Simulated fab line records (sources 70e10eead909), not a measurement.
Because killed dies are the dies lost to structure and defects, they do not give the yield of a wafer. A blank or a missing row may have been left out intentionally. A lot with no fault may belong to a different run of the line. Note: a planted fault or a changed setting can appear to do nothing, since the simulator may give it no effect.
fab line records + flow nandHarc
record
- lots=6
- wafers=16
- lastDay=24
route steps=1159 shown P_M2@339 P_BONDPAD@351 END@1159
lots with no fault: from the same line, run without faults
startH: start of the lot's first displayed wafer, in hours after the record's first day + waitH: time in hours since the lot's previous step + " the same as in the row above + L1.1+2: a row that stands for several wafers + - no value, or no start given + * or withheld: withheld + < > ~ a bound
route shown NAME@n: a module of which the file shows steps, and the number in the route of the first + usual: average and standard deviation across the fault-free wafers + same: alike in all rows + chamber/n: place in a boat + sites: each site's reading + _std_site: their standard deviation + _edge_site: the outer-site mean with the inner-site mean subtracted + radiusMm: how far each site lies from the wafer's centre + mask NAME#n: copy n + behind: the last tool/chamber to shape the wafer + hold: why the lot went on hold/how many hours it stayed there/how the hold came to an end + device: transistor that didn't switch, given as n, p or np + end of line: tests run on the same wafers once the route is complete + step lacking rows: just its recipe + killed: at the first sort, the dies lost to defects and structure; wafer yield is something else + map: a wafer's dies, x killed, . not, _ none there
set.NAME: the setting as run; set.NAME@STEP: as run at that earlier step + model.NAME: the simulator's own value behind a step, which no gauge read
certain route steps with their lots: each step a table, each wafer a row
services: a tool's chamber out of use, with start hour (startH, from the record's first day; less than 0 if before it), hours out, and reason
## steps
# step NHARC_P_M2_PRE_CLEAN_30
# recipe
- timeS=30
- tempC=280
- gas=H2/He
# step NHARC_P_M2_PVD_20
# recipe
- targetThkA=50
- biasV=168.6
- powerW=15000
- chamberPressurePa=0.12
- timeS=8.06
- substrateTempC=50
- material=TaN
# usual
- throttleValvePct=29.7/0.88
| lot.wafer | tool          | chamber | startH | waitH | throttleValvePct |
|-----------|---------------|---------|--------|-------|------------------|
| L454.3    | pvdSputter-02 | -       | -      | -     | 29.8             |
| L454.2    | "             | -       | "      | "     | 29.9             |
| L454.1    | "             | -       | "      | "     | 28.3             |
| L457.4    | pvdSputter-02 | -       | -      | -     | 30.8             |
| L457.6    | "             | -       | "      | "     | 29.8             |
| L459.4    | pvdSputter-03 | -       | -      | -     | 31.2             |
| L459.5    | "             | -       | "      | "     | 31.1             |
| L471.3    | pvdSputter-01 | -       | -      | -     | 29.5             |
| L471.1    | "             | -       | "      | "     | 30.4             |
| L471.5    | "             | -       | "      | "     | 29.7             |
| L473.4    | pvdSputter-01 | -       | -      | -     | 29.7             |
| L473.6    | "             | -       | "      | "     | 29.1             |
| L473.5    | "             | -       | "      | "     | 29.7             |
| L475.3    | pvdSputter-01 | -       | -      | -     | 29.7             |
| L475.1    | "             | -       | "      | "     | 30.3             |
| L475.5    | "             | -       | "      | "     | 29.5             |
# step NHARC_P_M2_PVD_21
# recipe
- targetThkA=300
- chamberPressurePa=5
- powerW=5000
- substrateTempC=30
- timeS=20.49
- material=Cu
# usual
- throttleValvePct=29.7/0.88
| lot.wafer | tool          | chamber | startH | waitH | throttleValvePct |
|-----------|---------------|---------|--------|-------|------------------|
| L454.3    | pvdSputter-02 | -       | -      | -     | 28.0             |
| L454.2    | "             | -       | "      | "     | 30.4             |
| L454.1    | "             | -       | "      | "     | 29.7             |
| L457.4    | pvdSputter-02 | -       | -      | -     | 29.6             |
| L457.6    | "             | -       | "      | "     | 29.5             |
| L459.4    | pvdSputter-03 | -       | -      | -     | 28.1             |
| L459.5    | "             | -       | "      | "     | 31.2             |
| L471.1    | pvdSputter-01 | -       | -      | -     | 29.7             |
| L471.3    | "             | -       | "      | "     | 30.1             |
| L471.5    | "             | -       | "      | "     | 29.0             |
| L473.4    | pvdSputter-01 | -       | -      | -     | 30.0             |
| L473.6    | "             | -       | "      | "     | 30.0             |
| L473.5    | "             | -       | "      | "     | 29.3             |
| L475.3    | pvdSputter-01 | -       | -      | -     | 29.2             |
| L475.1    | "             | -       | "      | "     | 30.0             |
| L475.5    | "             | -       | "      | "     | 30.0             |
# step NHARC_P_M2_ECD_22
# recipe
- targetThkA=4000
- bathTempC=25
- material=Cu
# step NHARC_P_M2_ANNEAL_31
# recipe
- tempC=225
- timeS=90
# step NHARC_P_M2_CMP_23
# recipe
- tOverpolishS=20
- targetThkNm=144.3
# usual
- motorCurrentA=12.5/1.3
- slurryFilterDpKPa=13.52/0.14
- timeToEndpointS=28.5/1.6
| lot.wafer | tool   | chamber | startH | waitH | motorCurrentA | slurryFilterDpKPa | timeToEndpointS |
|-----------|--------|---------|--------|-------|---------------|-------------------|-----------------|
| L454.1    | cmp-01 | 1       | 137.94 | -     | 14.1          | 13.66             | 28.3            |
| L454.3    | "      | 3       | "      | "     | 11.7          | 13.49             | 30.1            |
| L454.2    | "      | 0       | "      | "     | 10.5          | 13.49             | 28.1            |
| L457.4    | cmp-01 | 0       | 147.03 | -     | 10.5          | 13.40             | 28.3            |
| L457.6    | "      | 1       | "      | "     | 13.4          | 13.62             | 29.7            |
| L459.4    | cmp-01 | 0       | 157.77 | -     | 10.6          | 13.48             | 28.2            |
| L459.5    | "      | 1       | "      | "     | 12.8          | 13.38             | 29.2            |
| L471.1    | cmp-02 | 2       | 229.52 | -     | 13.4          | 13.64             | 25.5            |
| L471.3    | "      | 3       | "      | "     | 12.2          | 13.23             | 30.4            |
| L471.5    | "      | 0       | "      | "     | 13.7          | 13.55             | 26.2            |
| L473.4    | cmp-03 | 2       | 237.45 | -     | 11.5          | 13.34             | 28.3            |
| L473.6    | "      | 0       | "      | "     | 12.9          | 13.35             | 29.1            |
| L473.5    | "      | 1       | "      | "     | 12.9          | 13.50             | 27.2            |
| L475.3    | cmp-02 | 1       | 249.62 | -     | 15.2          | 13.92             | 30.0            |
| L475.1    | "      | 2       | "      | "     | 13.0          | 13.42             | 28.6            |
| L475.5    | "      | 0       | "      | "     | 13.7          | 13.67             | 30.0            |
# step NHARC_P_M2_THK_MEAS_24
# recipe
- thkMeasGauge=xrf
# usual
- thkNm=144.2/1.4
| lot.wafer | tool         | chamber | startH | waitH | thkNm |
|-----------|--------------|---------|--------|-------|-------|
| L454.1    | filmMetro-02 | -       | 138.26 | -     | 142.3 |
| L454.2    | "            | -       | "      | "     | 143.8 |
| L454.3    | "            | -       | "      | "     | 146.2 |
| L457.4    | filmMetro-02 | -       | 147.26 | -     | 143.2 |
| L457.6    | "            | -       | "      | "     | 144.3 |
| L459.4    | filmMetro-01 | -       | 158.00 | -     | 144.7 |
| L459.5    | "            | -       | "      | "     | 144.6 |
| L471.1    | filmMetro-01 | -       | 229.79 | -     | 143.1 |
| L471.3    | "            | -       | "      | "     | 144.7 |
| L471.5    | "            | -       | "      | "     | 142.3 |
| L473.4    | filmMetro-01 | -       | 237.71 | -     | 143.5 |
| L473.5    | "            | -       | "      | "     | 146.9 |
| L473.6    | "            | -       | "      | "     | 146.6 |
| L475.1    | filmMetro-01 | -       | 249.88 | -     | 143.3 |
| L475.3    | "            | -       | "      | "     | 146.8 |
| L475.5    | "            | -       | "      | "     | 144.2 |
# step NHARC_P_M2_SRD_25
# step NHARC_P_M2_INSPECT_27
# usual
- rawDefectCount=327/130
| lot.wafer | tool             | chamber | startH | waitH | rawDefectCount |
|-----------|------------------|---------|--------|-------|----------------|
| L454.1    | defectInspect-01 | -       | 138.41 | 0.0   | 146            |
| L454.2    | "                | -       | "      | "     | 150            |
| L454.3    | "                | -       | "      | "     | 180            |
| L457.4    | defectInspect-02 | -       | 147.42 | 0.0   | 349            |
| L457.6    | "                | -       | "      | "     | 354            |
| L459.4    | defectInspect-02 | -       | 158.19 | 0.0   | 210            |
| L459.5    | "                | -       | "      | "     | 158            |
| L471.1    | defectInspect-02 | -       | 229.94 | 0.0   | 394            |
| L471.3    | "                | -       | "      | "     | 508            |
| L471.5    | "                | -       | "      | "     | 379            |
| L473.4    | defectInspect-02 | -       | 237.87 | 0.0   | 427            |
| L473.5    | "                | -       | "      | "     | 689            |
| L473.6    | "                | -       | "      | "     | 338            |
| L475.1    | defectInspect-02 | -       | 250.03 | 0.0   | 212            |
| L475.3    | "                | -       | "      | "     | 279            |
| L475.5    | "                | -       | "      | "     | 253            |
# step NHARC_P_M2_PRE_CLEAN_32
# recipe
- timeS=12
- tempC=370
- rfPowerW=300
- gas=NH3
# step NHARC_P_M2_DEP_33
# recipe
- targetThkA=300
- tempC=370
- targetThkNm=30
- pressureTorr=3
- flowSccm=200
- rfW=450
- material=SiCN
# usual
- heaterPowerW=583/52
| lot.wafer | tool     | chamber | startH | waitH | heaterPowerW |
|-----------|----------|---------|--------|-------|--------------|
| L454.2    | pecvd-04 | 1       | 138.56 | 0.1   | 637          |
| L454.3    | "        | 2       | "      | "     | 672          |
| L454.1    | "        | 0       | "      | "     | 604          |
| L457.6    | pecvd-03 | 1       | 147.69 | 0.2   | 536          |
| L457.4    | "        | 0       | "      | "     | 528          |
| L459.5    | pecvd-03 | 2       | 158.52 | 0.2   | 590          |
| L459.4    | "        | 0       | "      | "     | 587          |
| L471.3    | pecvd-03 | 0       | 230.09 | 0.1   | 534          |
| L471.1    | "        | 1       | "      | "     | 518          |
| L471.5    | "        | 2       | "      | "     | 586          |
| L473.4    | pecvd-02 | 2       | 238.14 | 0.2   | 572          |
| L473.6    | "        | 0       | "      | "     | 546          |
| L473.5    | "        | 1       | "      | "     | 579          |
| L475.1    | pecvd-03 | 0       | 250.23 | 0.1   | 542          |
| L475.3    | "        | 2       | "      | "     | 633          |
| L475.5    | "        | 0       | "      | "     | 538          |
# step NHARC_P_BONDPAD_DEP_00
# recipe
- targetThkA=2500
- tempC=370
- targetThkNm=250
- pressureTorr=3
- flowSccm=200
- rfW=450
- material=SiCN
# usual
- heaterPowerW=582/58
| lot.wafer | tool     | chamber | startH | waitH | heaterPowerW |
|-----------|----------|---------|--------|-------|--------------|
| L454.1    | pecvd-02 | 1       | 138.97 | -     | 555          |
| L454.2    | "        | 2       | "      | "     | 622          |
| L454.3    | "        | 0       | "      | "     | 599          |
| L457.4    | pecvd-03 | 1       | 148.09 | -     | 520          |
| L457.6    | "        | 2       | "      | "     | 660          |
| L459.5    | pecvd-03 | 2       | 158.88 | -     | 651          |
| L459.4    | "        | 1       | "      | "     | 551          |
| L471.1    | pecvd-04 | 1       | 230.51 | -     | 550          |
| L471.3    | "        | 0       | "      | "     | 670          |
| L471.5    | "        | 1       | "      | "     | 587          |
| L473.4    | pecvd-03 | 2       | 238.63 | -     | 640          |
| L473.5    | "        | 1       | "      | "     | 546          |
| L473.6    | "        | 2       | "      | "     | 650          |
| L475.1    | pecvd-03 | 0       | 250.62 | -     | 532          |
| L475.3    | "        | 1       | "      | "     | 541          |
| L475.5    | "        | 1       | "      | "     | 534          |
# step NHARC_P_BONDPAD_CMP_32
# recipe
- targetThkNm=200
- material=SiCN
# usual
- motorCurrentA=12.5/1.2
- slurryFilterDpKPa=13.50/0.17
| lot.wafer | tool   | chamber | startH | waitH | motorCurrentA | slurryFilterDpKPa |
|-----------|--------|---------|--------|-------|---------------|-------------------|
| L454.3    | cmp-02 | 3       | 139.38 | -     | 11.7          | 13.45             |
| L454.1    | "      | 1       | "      | "     | 14.9          | 13.21             |
| L454.2    | "      | 2       | "      | "     | 12.4          | 13.64             |
| L457.4    | cmp-04 | 2       | 148.36 | -     | 11.0          | 13.55             |
| L457.6    | "      | 2       | "      | "     | 10.8          | 13.49             |
| L459.4    | cmp-04 | 3       | 159.20 | -     | 12.3          | 13.57             |
| L459.5    | "      | 1       | "      | "     | 11.0          | 13.86             |
| L471.1    | cmp-02 | 1       | 231.08 | 0.5   | 15.0          | 13.51             |
| L471.3    | "      | 2       | "      | "     | 12.7          | 13.56             |
| L471.5    | "      | 1       | "      | "     | 14.5          | 13.56             |
| L473.4    | cmp-04 | 2       | 239.06 | 0.4   | 11.6          | 13.59             |
| L473.5    | "      | 1       | "      | "     | 10.5          | 13.41             |
| L473.6    | "      | 2       | "      | "     | 11.2          | 13.40             |
| L475.3    | cmp-04 | 3       | 251.05 | -     | 14.0          | 13.34             |
| L475.1    | "      | 0       | "      | "     | 11.7          | 13.47             |
| L475.5    | "      | 3       | "      | "     | 12.9          | 13.44             |
# step NHARC_P_BONDPAD_THK_MEAS_33
# recipe
- thkMeasGauge=ellipsometry
# usual
- thkNm=200.0/1.4
| lot.wafer | tool         | chamber | startH | waitH | thkNm |
|-----------|--------------|---------|--------|-------|-------|
| L454.1    | filmMetro-02 | -       | 139.63 | 0.2   | 198.8 |
| L454.2    | "            | -       | "      | "     | 200.1 |
| L454.3    | "            | -       | "      | "     | 200.0 |
| L457.4    | filmMetro-02 | -       | 148.61 | 0.2   | 140.0 |
| L457.6    | "            | -       | "      | "     | 137.6 |
| L459.4    | filmMetro-01 | -       | 159.40 | 0.2   | 140.8 |
| L459.5    | "            | -       | "      | "     | 199.5 |
| L471.1    | filmMetro-02 | -       | 231.30 | 0.2   | 199.4 |
| L471.3    | "            | -       | "      | "     | 201.2 |
| L471.5    | "            | -       | "      | "     | 198.8 |
| L473.4    | filmMetro-02 | -       | 239.29 | 0.2   | 201.1 |
| L473.5    | "            | -       | "      | "     | 198.7 |
| L473.6    | "            | -       | "      | "     | 199.0 |
| L475.1    | filmMetro-02 | -       | 251.27 | 0.2   | 199.0 |
| L475.3    | "            | -       | "      | "     | 201.2 |
| L475.5    | "            | -       | "      | "     | 200.3 |
# step NHARC_P_BONDPAD_SRD_34
# step NHARC_END_SORT_01
# recipe
- tempC=25
# usual
- defectLimitedYield=95.7/1.5
- killedAtArray=25/9.8
- killedAtOther=0.8/1.1
- killedAtPeriphery=3.3/2.1
- killedDies=29/10
- killedOpen=3.3/1.8
- killedShort=1.9/1.4
- sort_bin_2_pct=1.3/0.6
- sort_bin_3_pct=0.25/0.23
- sort_bin_4_pct=2.8/0.97
- sortNPass=648/10
- sortRimYieldPct=95/3.2
- sortYieldPct=95.7/1.5
# same
- grossDies=677
- sort_bin_5_pct[%]=0
- sort_bin_6_pct[%]=0
- sort_bin_7_pct[%]=0
- sort_bin_8_pct[%]=0
- sortRimNGross=106.00
| lot.wafer | tool      | chamber | startH | waitH | defectLimitedYield[%] | killedAtArray | killedAtOther | killedAtPeriphery | killedDies | killedOpen | killedShort | sort_bin_2_pct[%] | sort_bin_3_pct[%] | sort_bin_4_pct[%] | sortNPass | sortRimYieldPct[%] | sortYieldPct[%] |
|-----------|-----------|---------|--------|-------|-----------------------|---------------|---------------|-------------------|------------|------------|-------------|-------------------|-------------------|-------------------|-----------|--------------------|-----------------|
| L454.1    | prober-02 | 0       | 456.86 | 2.5   | 95.7                  | 25            | 2             | 2                 | 29         | 1          | 3           | 1.0               | 0.30              | 3.0               | 648       | 95                 | 95.7            |
| L454.2    | prober-02 | 0       | 457.66 | 2.8   | 97.5                  | 16            | 1             | 0                 | 17         | 1          | 2           | 1.0               | 0.15              | 1.3               | 660       | 96                 | 97.5            |
| L454.3    | prober-02 | 0       | 458.46 | 3.1   | 96.8                  | 21            | 1             | 0                 | 22         | 4          | 2           | 0.6               | 0.15              | 2.5               | 655       | 97                 | 96.8            |
| L459.4    | prober-01 | 0       | 478.13 | 3.4   | 95.4                  | 23            | 1             | 7                 | 31         | 6          | 1           | 1.2               | 0                 | 3.4               | 646       | 92                 | 95.4            |
| L459.5    | prober-01 | 0       | 478.93 | 3.7   | 95.3                  | 29            | 2             | 1                 | 32         | 4          | 1           | 1.3               | 0.44              | 3.0               | 645       | 93                 | 95.3            |
| L457.4    | prober-02 | 0       | 482.72 | 3.4   | 97.9                  | 9             | 0             | 5                 | 14         | 2          | 2           | 0.6               | 0.15              | 1.3               | 663       | 92                 | 97.9            |
| L457.6    | prober-02 | 0       | 484.35 | 4.1   | 97.6                  | 15            | 1             | 0                 | 16         | 2          | 1           | 0.7               | 0.30              | 1.3               | 661       | 97                 | 97.6            |
| L475.1    | prober-02 | 0       | 556.01 | 2.5   | 94.7                  | 29            | 0             | 7                 | 36         | 2          | 0           | 1.8               | 0.59              | 3.0               | 641       | 95                 | 94.7            |
| L475.3    | prober-02 | 0       | 557.62 | 3.1   | 93.6                  | 39            | 2             | 2                 | 43         | 6          | 3           | 2.1               | 0.44              | 3.8               | 634       | 95                 | 93.6            |
| L475.5    | prober-02 | 0       | 559.22 | 3.7   | 94.4                  | 33            | 0             | 5                 | 38         | 6          | 2           | 1.6               | 0.44              | 3.5               | 639       | 91                 | 94.4            |
| L473.4    | prober-01 | 0       | 558.33 | 3.4   | 96.9                  | 18            | 1             | 2                 | 21         | 7          | 0           | 1.0               | 0                 | 2.1               | 656       | 98                 | 96.9            |
| L473.5    | prober-01 | 0       | 559.12 | 3.7   | 98.5                  | 8             | 2             | 0                 | 10         | 3          | 1           | 0.4               | 0                 | 1.0               | 667       | 98                 | 98.5            |
| L473.6    | prober-01 | 0       | 559.92 | 4.0   | 96.3                  | 18            | 1             | 6                 | 25         | 4          | 1           | 0.9               | 0.15              | 2.7               | 652       | 96                 | 96.3            |
| L471.1    | prober-01 | 0       | 563.73 | 2.5   | 95.7                  | 19            | 2             | 8                 | 29         | 7          | 3           | 1.3               | 0.30              | 2.7               | 648       | 95                 | 95.7            |
| L471.3    | prober-01 | 0       | 565.34 | 3.1   | 95.4                  | 22            | 4             | 5                 | 31         | 3          | 0           | 1.2               | 0                 | 3.4               | 646       | 97                 | 95.4            |
| L471.5    | prober-01 | 0       | 566.95 | 3.7   | 95.9                  | 23            | 1             | 4                 | 28         | 6          | 2           | 1.0               | 0.15              | 3.0               | 649       | 96                 | 95.9            |
# killed by level:class
L454.1 A_CHANNEL_HOLE_D1:chamberFilmFlake=16 A_CONTACT:chamberFilmFlake=5 A_WL_FILL:geometricParticle:short=2 P_GATE:chamberFilmFlake=2 THIN_TSV:chamberFilmFlake=2 A_CHANNEL_FILL_D1:geometricParticle:short=1 A_CONTACT:geometricParticle:open=1
L454.2 A_CHANNEL_HOLE_D1:chamberFilmFlake=7 A_SLIT:chamberFilmFlake=3 A_WL_FILL:chamberFilmFlake=2 A_SOURCE_PLATE:geometricParticle:short=1 A_CONTACT:geometricParticle:short=1 A_CONTACT:geometricParticle:open=1 A_STAIRCASE:chamberFilmFlake=1 THIN_TSV:chamberFilmFlake=1
L454.3 A_CHANNEL_HOLE_D1:chamberFilmFlake=8 A_CONTACT:geometricParticle:open=3 A_CONTACT:chamberFilmFlake=3 A_CHANNEL_FILL_D1:geometricParticle:open=1 A_SGD_CUT:geometricParticle:short=1 A_CONTACT:geometricParticle:short=1 A_STAIRCASE:chamberFilmFlake=1 A_SLIT:chamberFilmFlake=1
L459.4 A_CHANNEL_HOLE_D1:chamberFilmFlake=11 A_ONON_D1:geometricParticle:open=2 A_BLC:geometricParticle:open=2 P_ZERO_WELL:chamberFilmFlake=2 P_M1:chamberFilmFlake=2 A_STAIRCASE:chamberFilmFlake=2 A_SLIT:chamberFilmFlake=2 P_STI:geometricParticle:open=1
L459.5 A_CHANNEL_HOLE_D1:chamberFilmFlake=11 A_STAIRCASE:chamberFilmFlake=6 A_CONTACT:chamberFilmFlake=5 A_WL_FILL:geometricParticle:open=2 P_CONTACT:geometricParticle:open=1 A_CHANNEL_FILL_D1:geometricParticle:open=1 A_WL_FILL:geometricParticle:short=1 A_ZERO_WELL:chamberFilmFlake=1
L457.4 A_STAIRCASE:chamberFilmFlake=3 A_CONTACT:chamberFilmFlake=3 P_M0:geometricParticle:open=2 P_ZERO_WELL:chamberFilmFlake=2 A_CHANNEL_HOLE_D1:chamberFilmFlake=2 P_M1:geometricParticle:short=1 A_SGD_CUT:geometricParticle:short=1
L457.6 A_SLIT:chamberFilmFlake=4 A_CONTACT:chamberFilmFlake=3 A_BONDPAD:chamberFilmFlake=3 A_SOURCE_PLATE:geometricParticle:short=1 A_CONTACT:geometricParticle:open=1 A_BLC:geometricParticle:open=1 A_CHANNEL_HOLE_D1:chamberFilmFlake=1 A_STAIRCASE:chamberFilmFlake=1
L475.1 A_SLIT:chamberFilmFlake=16 A_CHANNEL_HOLE_D1:chamberFilmFlake=5 A_STAIRCASE:chamberFilmFlake=5 P_GATE:chamberFilmFlake=4 A_WL_FILL:chamberFilmFlake=2 P_GATE:geometricParticle:open=1 P_CONTACT:geometricParticle:open=1 P_ZERO_WELL:chamberFilmFlake=1
L475.3 A_SLIT:chamberFilmFlake=11 A_CHANNEL_HOLE_D1:chamberFilmFlake=10 A_CONTACT:chamberFilmFlake=7 A_CONTACT:geometricParticle:open=5 A_STAIRCASE:chamberFilmFlake=3 P_M0:geometricParticle:short=2 THIN_TSV:chamberFilmFlake=2 A_ONON_D1:geometricParticle:open=1
L473.4 A_CHANNEL_HOLE_D1:chamberFilmFlake=7 A_CONTACT:chamberFilmFlake=4 A_WL_FILL:geometricParticle:open=2 A_CONTACT:geometricParticle:open=2 P_GATE:chamberFilmFlake=2 A_SLIT:geometricParticle:open=1 A_BLC:geometricParticle:open=1 STARTING-WAFER:geometricParticle:open=1
L473.5 A_CHANNEL_HOLE_D1:chamberFilmFlake=2 A_CONTACT:chamberFilmFlake=2 A_CHANNEL_FILL_D1:geometricParticle:open=1 A_CHANNEL_FILL_D1:geometricParticle:short=1 A_WL_FILL:geometricParticle:open=1 STARTING-WAFER:geometricParticle:open=1 A_M0:chamberFilmFlake=1 HYBRID_BOND:latent=1
L475.5 A_CHANNEL_HOLE_D1:chamberFilmFlake=10 A_SLIT:chamberFilmFlake=10 A_STAIRCASE:chamberFilmFlake=4 A_CONTACT:chamberFilmFlake=4 P_M0:geometricParticle:open=2 P_STI:geometricParticle:open=1 P_CONTACT:geometricParticle:open=1 P_M0:geometricParticle:short=1
L473.6 P_STI:chamberFilmFlake=6 A_CHANNEL_HOLE_D1:chamberFilmFlake=6 A_CONTACT:chamberFilmFlake=4 A_CHANNEL_FILL_D1:geometricParticle:open=2 A_WL_FILL:chamberFilmFlake=2 A_CHANNEL_HOLE_D1:geometricParticle:open=1 A_CHANNEL_FILL_D1:geometricParticle:short=1 STARTING-WAFER:geometricParticle:open=1
L471.1 A_CONTACT:chamberFilmFlake=5 A_CHANNEL_HOLE_D1:chamberFilmFlake=3 A_STAIRCASE:chamberFilmFlake=3 P_M2:geometricParticle:open=2 A_ONON_D1:geometricParticle:open=2 A_CHANNEL_FILL_D1:geometricParticle:open=2 P_STI:chamberFilmFlake=2 P_M1:chamberFilmFlake=2
L471.3 A_CHANNEL_HOLE_D1:chamberFilmFlake=11 A_STAIRCASE:chamberFilmFlake=5 A_CONTACT:chamberFilmFlake=4 THIN_TSV:chamberFilmFlake=4 A_CONTACT:geometricParticle:open=2 P_STI:chamberFilmFlake=2 P_M1:geometricParticle:open=1 P_ZERO_WELL:chamberFilmFlake=1
L471.5 A_STAIRCASE:chamberFilmFlake=6 A_CHANNEL_HOLE_D1:chamberFilmFlake=5 A_CONTACT:chamberFilmFlake=4 P_ZERO_WELL:chamberFilmFlake=2 P_GATE:geometricParticle:open=1 P_CONTACT:geometricParticle:short=1 A_CHANNEL_HOLE_D1:geometricParticle:open=1 A_CHANNEL_FILL_D1:geometricParticle:short=1
## services
| tool          | chamber | startH | hours | kind                          |
|---------------|---------|--------|-------|-------------------------------|
| pecvd-03      | 0       | 117.17 | 7.3   | repair                        |
| pecvd-03      | 1       | 124.00 | -     | clean                         |
| pecvd-03      | 2       | 124.00 | -     | clean                         |
| cmp-02        | -       | 146.17 | 4.0   | pm                            |
| pvdSputter-03 | -       | 149.10 | 1.8   | repair                        |
| cmp-02        | -       | 150.17 | -     | consumableReplace:conditioner |
| cmp-02        | -       | 150.17 | -     | consumableReplace:pad         |
| pecvd-02      | -       | 153.17 | 13.0  | pm                            |
| cmp-03        | -       | 156.00 | 4.0   | pm                            |
| pvdSputter-03 | -       | 157.13 | 3.6   | repair                        |
| pvdSputter-01 | -       | 161.99 | 10.0  | pm                            |
| cmp-02        | -       | 164.86 | 2.7   | repair                        |
| cmp-01        | -       | 179.50 | 4.0   | pm                            |
| cmp-03        | -       | 185.05 | 2.0   | repair                        |
| pecvd-04      | -       | 195.95 | 13.0  | pm                            |
| cmp-04        | -       | 203.95 | 4.0   | pm                            |
| pvdSputter-02 | -       | 214.06 | 10.0  | pm                            |
| cmp-01        | -       | 214.97 | 20.2  | repair                        |
| pvdSputter-03 | -       | 221.23 | 11.6  | repair                        |
| cmp-03        | -       | 224.12 | 11.0  | repair                        |
| pecvd-04      | 2       | 229.12 | 7.9   | repair                        |
| pecvd-03      | 0       | 231.24 | 10.6  | repair                        |
| cmp-02        | -       | 237.00 | 2.1   | repair                        |
| cmp-02        | -       | 244.17 | 4.0   | pm                            |
## key
firstSign
- step=NHARC_P_BONDPAD_THK_MEAS_33
- reading=thkNm
- direction=down
- sigmas=43
- usual=200.0
- struck=139.5
effect none on later readings
metAt NHARC_P_BONDPAD_DEP_00
struckWafers L457.4,L457.6,L459.4
fault
- kind=processParameterDrift
- tool=pecvd-03
- chamber=-
- onsetH=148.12
- steps=NHARC_P_BONDPAD_DEP_00
- channel=targetThkNm
- offset=-110.65
- shape=step
- endH=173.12
- scope=struckWafersOnly
- actsIn=theseRecipesOnly
- stated=250
